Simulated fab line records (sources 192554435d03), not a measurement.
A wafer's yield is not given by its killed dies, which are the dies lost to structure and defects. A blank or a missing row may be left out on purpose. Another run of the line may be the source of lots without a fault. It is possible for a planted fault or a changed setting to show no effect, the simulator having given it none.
Lot-split experiment || flow n5_finfet || route with 1938 steps; 7 lots, 39 wafers read

## THE SPLIT ITSELF
At N5_MOL_CONTACT_COAG_VIA_ETCH_46 (etches SiO2 in C4F6/O2, target depth 46 nm, overetch 9.2 nm, time 40 s), the setting bias_w was moved away from the recipe's 455 W on 15 of the 39 wafers read, by -13.3% to +10.4%. For the rest of the wafers, this setting stayed at what the recipe calls for.

Reading taken at the split's own step.

## THE READING
rf_vpp_V, in V, at N5_MOL_CONTACT_COAG_VIA_ETCH_46 (etches SiO2 in C4F6/O2, target depth 46 nm, overetch 9.2 nm, time 40 s). Fault-free wafers of this fab line usually give 1588 V, standard deviation 9.3 V.

{"wafer": "L077.1", "tool, chamber at the split": "rie_diel-02, 0", "bias_w as run, W": 455, "against the recipe": "recipe", "rf_vpp_V, V": 1605, "against lot-mates on the recipe": "-"}
{"wafer": "L077.2", "tool, chamber at the split": "rie_diel-02, 2", "bias_w as run, W": 455, "against the recipe": "recipe", "rf_vpp_V, V": 1581, "against lot-mates on the recipe": "-"}
{"wafer": "L077.3", "tool, chamber at the split": "rie_diel-02, 3", "bias_w as run, W": 421.7, "against the recipe": "-7.3%", "rf_vpp_V, V": 1504, "against lot-mates on the recipe": -93}
{"wafer": "L077.4", "tool, chamber at the split": "rie_diel-02, 0", "bias_w as run, W": 455, "against the recipe": "recipe", "rf_vpp_V, V": 1606, "against lot-mates on the recipe": "-"}
{"wafer": "L077.5", "tool, chamber at the split": "rie_diel-02, 2", "bias_w as run, W": 421.7, "against the recipe": "-7.3%", "rf_vpp_V, V": 1494, "against lot-mates on the recipe": -103}
{"wafer": "L077.6", "tool, chamber at the split": "rie_diel-02, 3", "bias_w as run, W": 421.7, "against the recipe": "-7.3%", "rf_vpp_V, V": 1504, "against lot-mates on the recipe": -93}
{"wafer": "L078.1", "tool, chamber at the split": "rie_diel-06, 0", "bias_w as run, W": 498.2, "against the recipe": "+9.5%", "rf_vpp_V, V": 1700, "against lot-mates on the recipe": "+120"}
{"wafer": "L078.2", "tool, chamber at the split": "rie_diel-06, 3", "bias_w as run, W": 455, "against the recipe": "recipe", "rf_vpp_V, V": 1567, "against lot-mates on the recipe": "-"}
{"wafer": "L078.3", "tool, chamber at the split": "rie_diel-06, 1", "bias_w as run, W": 455, "against the recipe": "recipe", "rf_vpp_V, V": 1586, "against lot-mates on the recipe": "-"}
{"wafer": "L078.4", "tool, chamber at the split": "rie_diel-06, 0", "bias_w as run, W": 498.2, "against the recipe": "+9.5%", "rf_vpp_V, V": 1700, "against lot-mates on the recipe": "+120"}
{"wafer": "L078.5", "tool, chamber at the split": "rie_diel-06, 3", "bias_w as run, W": 498.2, "against the recipe": "+9.5%", "rf_vpp_V, V": 1676, "against lot-mates on the recipe": "+96"}
{"wafer": "L078.6", "tool, chamber at the split": "rie_diel-06, 1", "bias_w as run, W": 455, "against the recipe": "recipe", "rf_vpp_V, V": 1586, "against lot-mates on the recipe": "-"}
{"wafer": "L079.1", "tool, chamber at the split": "rie_diel-01, 2", "bias_w as run, W": 455, "against the recipe": "recipe", "rf_vpp_V, V": 1588, "against lot-mates on the recipe": "-"}
{"wafer": "L079.3", "tool, chamber at the split": "rie_diel-01, 1", "bias_w as run, W": 455, "against the recipe": "recipe", "rf_vpp_V, V": 1598, "against lot-mates on the recipe": "-"}
{"wafer": "L079.4", "tool, chamber at the split": "rie_diel-01, 0", "bias_w as run, W": 455, "against the recipe": "recipe", "rf_vpp_V, V": 1586, "against lot-mates on the recipe": "-"}
{"wafer": "L081.1", "tool, chamber at the split": "rie_diel-02, 0", "bias_w as run, W": 455, "against the recipe": "recipe", "rf_vpp_V, V": 1605, "against lot-mates on the recipe": "-"}
{"wafer": "L081.2", "tool, chamber at the split": "rie_diel-02, 2", "bias_w as run, W": 395, "against the recipe": "-13.2%", "rf_vpp_V, V": 1421, "against lot-mates on the recipe": -167}
{"wafer": "L081.3", "tool, chamber at the split": "rie_diel-02, 1", "bias_w as run, W": 395, "against the recipe": "-13.2%", "rf_vpp_V, V": 1420, "against lot-mates on the recipe": -168}
{"wafer": "L081.4", "tool, chamber at the split": "rie_diel-02, 3", "bias_w as run, W": 395, "against the recipe": "-13.2%", "rf_vpp_V, V": 1430, "against lot-mates on the recipe": -158}
{"wafer": "L081.5", "tool, chamber at the split": "rie_diel-02, 2", "bias_w as run, W": 455, "against the recipe": "recipe", "rf_vpp_V, V": 1582, "against lot-mates on the recipe": "-"}
{"wafer": "L081.6", "tool, chamber at the split": "rie_diel-02, 1", "bias_w as run, W": 455, "against the recipe": "recipe", "rf_vpp_V, V": 1577, "against lot-mates on the recipe": "-"}
{"wafer": "L092.1", "tool, chamber at the split": "rie_diel-06, 2", "bias_w as run, W": 455, "against the recipe": "recipe", "rf_vpp_V, V": 1569, "against lot-mates on the recipe": "-"}
{"wafer": "L092.2", "tool, chamber at the split": "rie_diel-06, 3", "bias_w as run, W": 455, "against the recipe": "recipe", "rf_vpp_V, V": 1565, "against lot-mates on the recipe": "-"}
{"wafer": "L092.3", "tool, chamber at the split": "rie_diel-06, 0", "bias_w as run, W": 455, "against the recipe": "recipe", "rf_vpp_V, V": 1588, "against lot-mates on the recipe": "-"}
{"wafer": "L092.4", "tool, chamber at the split": "rie_diel-06, 1", "bias_w as run, W": 455, "against the recipe": "recipe", "rf_vpp_V, V": 1585, "against lot-mates on the recipe": "-"}
{"wafer": "L092.5", "tool, chamber at the split": "rie_diel-06, 0", "bias_w as run, W": 455, "against the recipe": "recipe", "rf_vpp_V, V": 1589, "against lot-mates on the recipe": "-"}
{"wafer": "L092.6", "tool, chamber at the split": "rie_diel-06, 3", "bias_w as run, W": 455, "against the recipe": "recipe", "rf_vpp_V, V": 1567, "against lot-mates on the recipe": "-"}
{"wafer": "L095.1", "tool, chamber at the split": "rie_diel-02, 3", "bias_w as run, W": 394.4, "against the recipe": "-13.3%", "rf_vpp_V, V": 1428, "against lot-mates on the recipe": -155}
{"wafer": "L095.2", "tool, chamber at the split": "rie_diel-02, 1", "bias_w as run, W": 455, "against the recipe": "recipe", "rf_vpp_V, V": 1577, "against lot-mates on the recipe": "-"}
{"wafer": "L095.3", "tool, chamber at the split": "rie_diel-02, 2", "bias_w as run, W": 394.4, "against the recipe": "-13.3%", "rf_vpp_V, V": 1420, "against lot-mates on the recipe": -163}
{"wafer": "L095.4", "tool, chamber at the split": "rie_diel-02, 1", "bias_w as run, W": 394.4, "against the recipe": "-13.3%", "rf_vpp_V, V": 1418, "against lot-mates on the recipe": -165}
{"wafer": "L095.5", "tool, chamber at the split": "rie_diel-02, 2", "bias_w as run, W": 455, "against the recipe": "recipe", "rf_vpp_V, V": 1582, "against lot-mates on the recipe": "-"}
{"wafer": "L095.6", "tool, chamber at the split": "rie_diel-02, 3", "bias_w as run, W": 455, "against the recipe": "recipe", "rf_vpp_V, V": 1589, "against lot-mates on the recipe": "-"}
{"wafer": "L096.1", "tool, chamber at the split": "rie_diel-01, 0", "bias_w as run, W": 502.5, "against the recipe": "+10.4%", "rf_vpp_V, V": 1706, "against lot-mates on the recipe": "+114"}
{"wafer": "L096.2", "tool, chamber at the split": "rie_diel-01, 2", "bias_w as run, W": 502.5, "against the recipe": "+10.4%", "rf_vpp_V, V": 1707, "against lot-mates on the recipe": "+115"}
{"wafer": "L096.3", "tool, chamber at the split": "rie_diel-01, 3", "bias_w as run, W": 455, "against the recipe": "recipe", "rf_vpp_V, V": 1595, "against lot-mates on the recipe": "-"}
{"wafer": "L096.4", "tool, chamber at the split": "rie_diel-01, 1", "bias_w as run, W": 502.5, "against the recipe": "+10.4%", "rf_vpp_V, V": 1717, "against lot-mates on the recipe": "+125"}
{"wafer": "L096.5", "tool, chamber at the split": "rie_diel-01, 3", "bias_w as run, W": 455, "against the recipe": "recipe", "rf_vpp_V, V": 1595, "against lot-mates on the recipe": "-"}
{"wafer": "L096.6", "tool, chamber at the split": "rie_diel-01, 0", "bias_w as run, W": 455, "against the recipe": "recipe", "rf_vpp_V, V": 1586, "against lot-mates on the recipe": "-"}

THE FIT
A straight line over all 39 wafers: rf_vpp_V changes by +12 V for each +1% of bias_w; r = +0.99; the points scatter about the line by 10 V.
The same after taking each lot's own level away (the mean of its wafers on the recipe; 39 wafers): +12.1 V for each +1%; r = +0.99; scatter 8.9 V.
On that fit, the largest move of bias_w shifts the reading by 1.6e+02 V.
From 1577.2 to 1597.3 V: that is the span of the lots' own levels, equal to 2.2 times the standard deviation above.
The two slopes agree, so the slope changes little with the lot-to-lot level.
Check: -164 V against its lot-mates is what the line predicts for one of the wafers moved furthest among these (-13.3%) when that wafer is left out of the fit. It came out at -155 V against them.
Tool readings at the split's step, against how far the setting was moved: rf_vpp_V r = +0.99.

## THE OTHER SPLITS THESE WAFERS WENT THROUGH
Note: prior to the reading, these wafers also went through further splits. Each is held against what the fit with the lots' levels taken away leaves over:
{"other split on the same wafers": "N5_HKMG_FIN_ETCH_35 source_w", "wafers away from the commonest value": 15, "r with rf_vpp_V (lot level and that fit taken away)": "+0.06"}

## FILE'S OWN FIT
rf_vpp_V changes by +12.1 V for each +1% of bias_w, r = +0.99.
